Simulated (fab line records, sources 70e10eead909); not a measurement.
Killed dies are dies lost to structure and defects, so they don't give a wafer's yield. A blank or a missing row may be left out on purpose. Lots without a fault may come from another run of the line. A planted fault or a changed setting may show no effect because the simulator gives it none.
Which tool did it? | flow nand_harc | 12 lots, 36 wafers sampled, at 6 steps of a route of 1302

WHAT THE GAUGES READ, wafer by wafer
NHARC_A_SOURCE_PLATE_THK_MEAS_09: measures by ellipsometry.
lot  | measured     | on            | thk_nm (nm)
L425 | day 7 02:02  | film_metro-01 | 10.2 11.2 10.1
L426 | day 7 15:38  | film_metro-02 | 8.2 11.1 11.2
L427 | day 7 20:22  | film_metro-02 | 9.7 9.6 8.0
L433 | day 10 14:45 | film_metro-01 | 10.3 11.1 8.9
L435 | day 11 13:57 | film_metro-02 | 8.1 10.0 10.3
L440 | day 13 04:10 | film_metro-02 | 11.3 8.9 8.8
L442 | day 14 09:01 | film_metro-01 | 7.1 10.0 10.1
L443 | day 14 18:17 | film_metro-01 | 8.3 10.7 7.7
L444 | day 15 03:45 | film_metro-02 | 10.9 10.5 10.4
L445 | day 15 13:33 | film_metro-02 | 7.5 8.5 9.0
L447 | day 16 13:11 | film_metro-02 | 9.2 11.2 10.0
L448 | day 16 13:11 | film_metro-01 | 10.7 9.1 9.9

NHARC_A_ONON_D1_THK_MEAS_05: measures by ellipsometry.
lot  | measured     | on            | thk_nm (nm)
L425 | day 7 18:11  | film_metro-01 | 1008 1008 1009
L426 | day 8 05:19  | film_metro-01 | 999 1001 999
L427 | day 8 12:59  | film_metro-01 | 1004 1003 1003
L433 | day 11 05:49 | film_metro-02 | 622 622 624 623 623 623
L435 | day 12 04:20 | film_metro-02 | 647 649 647 650 647 650
L440 | day 13 17:56 | film_metro-02 | 980 980 980
L442 | day 14 23:12 | film_metro-01 | 1001 1002 1000
L443 | day 15 08:08 | film_metro-02 | 997 1000 996
L444 | day 15 17:53 | film_metro-01 | 1001 1000 999
L445 | day 16 05:32 | film_metro-01 | 1008 1009 1010
L447 | day 17 05:30 | film_metro-01 | 1004 1004 1004
L448 | day 17 05:30 | film_metro-02 | 991 992 991

NHARC_END_SORT_01.
lot  | measured     | on        | killed_at_array | killed_at_other | killed_at_periphery | killed_dies | killed_open | killed_short
L433 | day 28 01:08 | prober-02 | 674 675 672     | 0 0 0           | 3 2 5               | 677 677 677 | 4 2 5       | 2 1 3
L435 | day 28 11:56 | prober-01 | 674 676 675     | 0 0 0           | 3 1 2               | 677 677 677 | 2 0 3       | 0 4 0

WHICH TOOL RAN EACH LOT (tool, then ch and the chambers of the sampled wafers, then the start)
lot  | NHARC_P_BONDPAD_ANNEAL_28        | NHARC_A_ZERO_WELL_ETCH_19          | NHARC_A_ONON_D1_DEP_03
L425 | rtp_anneal-02 ch 0, day 6 15:30  | rie_diel-02 ch 1,3, day 6 17:58    | pecvd_onon-01 ch 0, day 7 17:40
L426 | rtp_anneal-02 ch 0, day 7 04:22  | rie_diel-13 ch 1,2,3, day 7 06:33  | pecvd_onon-02 ch 0, day 8 04:58
L427 | rtp_anneal-02 ch 0, day 7 09:35  | rie_diel-03 ch 2,3, day 7 11:48    | pecvd_onon-02 ch 0, day 8 12:35
L433 | rtp_anneal-01 ch 0, day 10 01:36 | rie_diel-03 ch 0,1,3, day 10 04:02 | pecvd_onon-02 ch 0, day 11 05:19
L435 | rtp_anneal-01 ch 0, day 11 03:41 | rie_diel-03 ch 0,2,3, day 11 05:59 | pecvd_onon-02 ch 0, day 12 03:53
L440 | rtp_anneal-02 ch 0, day 12 17:16 | rie_diel-13 ch 0,2,3, day 12 19:40 | pecvd_onon-03 ch 0, day 13 17:29
L442 | rtp_anneal-02 ch 0, day 13 21:49 | rie_diel-13 ch 0,1,2, day 14 00:28 | pecvd_onon-02 ch 0, day 14 22:44
L443 | rtp_anneal-01 ch 0, day 14 07:50 | rie_diel-03 ch 0,1,2, day 14 10:17 | pecvd_onon-03 ch 0, day 15 07:37
L444 | rtp_anneal-01 ch 0, day 14 16:49 | rie_diel-13 ch 2,3, day 14 19:17   | pecvd_onon-01 ch 0, day 15 17:23
L445 | rtp_anneal-02 ch 0, day 15 03:22 | rie_diel-13 ch 0,2,3, day 15 05:34 | pecvd_onon-02 ch 0, day 16 05:08
L447 | rtp_anneal-02 ch 0, day 16 02:17 | rie_diel-13 ch 0,1,3, day 16 04:40 | pecvd_onon-03 ch 0, day 17 05:03
L448 | rtp_anneal-01 ch 0, day 16 05:25 | rie_diel-13 ch 0,1, day 16 07:41   | pecvd_onon-01 ch 0, day 17 05:10
- NHARC_P_BONDPAD_ANNEAL_28: time 90 s.
- NHARC_A_ZERO_WELL_ETCH_19: etches the open film in N2/H2, target depth 80 nm, overetch 24 nm, time 87.88 s.
- NHARC_A_ONON_D1_DEP_03: target thk 1000 nm.

WHAT THE TOOLS THEMSELVES READ (means of the sampled wafers that have a number; where no wafer has one, the mark that the record gives instead)
NHARC_P_BONDPAD_ANNEAL_28.
lot  | tool          | anneal_temp_c (C) | wafer_temp_C_max
L425 | rtp_anneal-02 | 225.07            | 226.2
L426 | rtp_anneal-02 | 225.06            | 226.2
L427 | rtp_anneal-02 | 224.94            | 225.7
L433 | rtp_anneal-01 | 224.83            | 226.4
L435 | rtp_anneal-01 | 225.13            | 226.6
L440 | rtp_anneal-02 | 224.80            | 226.1
L442 | rtp_anneal-02 | 224.79            | 226.4
L443 | rtp_anneal-01 | 225.00            | 226.9
L444 | rtp_anneal-01 | 225.18            | 226.7
L445 | rtp_anneal-02 | 224.99            | 226.2
L447 | rtp_anneal-02 | 224.92            | 226.0
L448 | rtp_anneal-01 | 225.12            | 226.4

NHARC_A_ZERO_WELL_ETCH_19.
lot  | tool        | drypump_motor_current_A (A) | oes_product_au (a.u.) | rf_fwd_power_W (W) | rf_vpp_V (V) | showerhead_plenum_p_Torr (Torr) | throttle_valve_pct (%)
L425 | rie_diel-02 | 5.4                         | 0.993                 | 396.3              | 432.5        | 2.09                            | 14.171
L426 | rie_diel-13 | 5.6                         | 0.996                 | 396.6              | 430.5        | 2.03                            | 14.178
L427 | rie_diel-03 | 5.6                         | 1.000                 | 397.7              | 431.0        | 2.03                            | 14.174
L433 | rie_diel-03 | 5.4                         | 1.013                 | 398.3              | 430.7        | 2.03                            | 14.164
L435 | rie_diel-03 | 5.7                         | 1.004                 | 398.5              | 429.7        | 2.02                            | 14.172
L440 | rie_diel-13 | 5.5                         | 1.001                 | 399.0              | 429.2        | 2.00                            | 14.165
L442 | rie_diel-13 | 5.6                         | 1.013                 | 396.6              | 431.8        | 2.07                            | 14.181
L443 | rie_diel-03 | 5.8                         | 0.995                 | 396.8              | 429.6        | 2.00                            | 14.171
L444 | rie_diel-13 | 5.5                         | 1.002                 | 398.6              | 428.7        | 1.96                            | 14.166
L445 | rie_diel-13 | 5.5                         | 1.003                 | 397.4              | 428.2        | 1.99                            | 14.170
L447 | rie_diel-13 | 5.8                         | 0.998                 | 398.8              | 430.4        | 2.03                            | 14.173
L448 | rie_diel-13 | 6.0                         | 1.004                 | 397.6              | 432.7        | 2.10                            | 14.176

NHARC_A_ONON_D1_DEP_03.
lot  | tool          | n2o_flow_sccm (sccm)
L425 | pecvd_onon-01 | 2000
L426 | pecvd_onon-02 | 1999
L427 | pecvd_onon-02 | 1995
L433 | pecvd_onon-02 | 1995
L435 | pecvd_onon-02 | 2004
L440 | pecvd_onon-03 | 2001
L442 | pecvd_onon-02 | 1998
L443 | pecvd_onon-03 | 1987
L444 | pecvd_onon-01 | 1998
L445 | pecvd_onon-02 | 2000
L447 | pecvd_onon-03 | 1993
L448 | pecvd_onon-01 | 2002

THE ANSWER, worked out from the rows above alone
Rule: what is usual is taken from the lots themselves. Put in order of their means at a reading, lots are off if they are a third of the lots or fewer, leave a main group of 4 or more, and stand apart from it by a gap of 3 or more times the standard deviation of the main group's means; of several such gaps the widest counts. A main group whose means are all the same, to the digits that the tables above print for the reading, isn't used. A lot without any number at a reading at which 4 lots or more have one is off too. The other lots that the step has rows for count as sound. The gauges are gone through in route order, then the tools' own readings, and for those a lot's mean is taken as printed above. The first step at which some lot is off is used, and at that step the reading that is off furthest; a lot without a number counts as furthest.
Off: L433, L435, at NHARC_A_ONON_D1_THK_MEAS_05 (thk_nm). The main group: mean 999 nm, standard deviation 8.1.
A tool fits if, at a process step before that reading, it ran every lot that is off, and no sound lot after the first of them. The gauges at NHARC_A_ONON_D1_THK_MEAS_05 are tried like those tools. None of those tried fits.

WHAT THE SIMULATOR HAD PUT IN
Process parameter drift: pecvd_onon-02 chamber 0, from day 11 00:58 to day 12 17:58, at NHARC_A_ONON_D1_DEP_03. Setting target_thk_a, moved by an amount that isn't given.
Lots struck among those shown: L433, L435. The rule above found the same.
